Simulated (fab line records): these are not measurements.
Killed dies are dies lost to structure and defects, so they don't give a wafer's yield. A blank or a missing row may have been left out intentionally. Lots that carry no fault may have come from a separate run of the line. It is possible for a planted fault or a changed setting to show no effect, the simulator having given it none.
Matching of chambers	flow n5-finfet	N5_BEOL_M10_DESCUM_33 on rie-diel-05: 4 sister chambers
The step chemistry O2, time 7.9 s. 8 wafers are shown with their chamber, then 7 later ones without.

WAFERS WITH THEIR CHAMBER
wafer	chamber	showerhead-plenum-p-Torr (Torr)	throttle-valve-pct (%)
L076.5	3	2.12	20.62
L081.3	0	2.01	20.49
L084.4	0	2.01	20.51
L088.3	2	2.14	20.14
L088.4	1	2.21	20.29
L088.5	1	2.21	20.31
L091.1	2	2.14	20.15
L091.5	3	2.11	20.69

WAFERS WITHOUT THEIR CHAMBER
wafer	showerhead-plenum-p-Torr (Torr)	throttle-valve-pct (%)
L091.6	2.14	20.14
L093.2	2.13	20.16
L093.4	2.21	20.30
L093.6	2.11	20.68
L095.1	2.21	20.32
L095.4	2.01	20.55
L095.6	2.11	20.69

CHAMBER TAKEN BY EACH
wafer	from the rows above	in truth
L091.6	2	2
L093.2	2	2
L093.4	1	1
L093.6	3	3
L095.1	1	1
L095.4	0	0
L095.6	3	3
Correct placement for 7 of the 7. Not placeable from these rows: 0. Placed wrongly: 0.
How it was worked out, from the rows above alone: a wafer's distance from a chamber is the root of the sum, over the readings, of the square of ((its reading less the chamber's mean) divided by the reading's scatter). If the next closest chamber is less than 2 further off than the closest, the wafer can't be placed; otherwise it belongs to the closest. The mean given for a chamber averages the wafers shown for that chamber. The scatter: take each reading less its chamber's mean, square it, sum over the shown wafers, divide by the number of wafers less the number of chambers, and take the root.
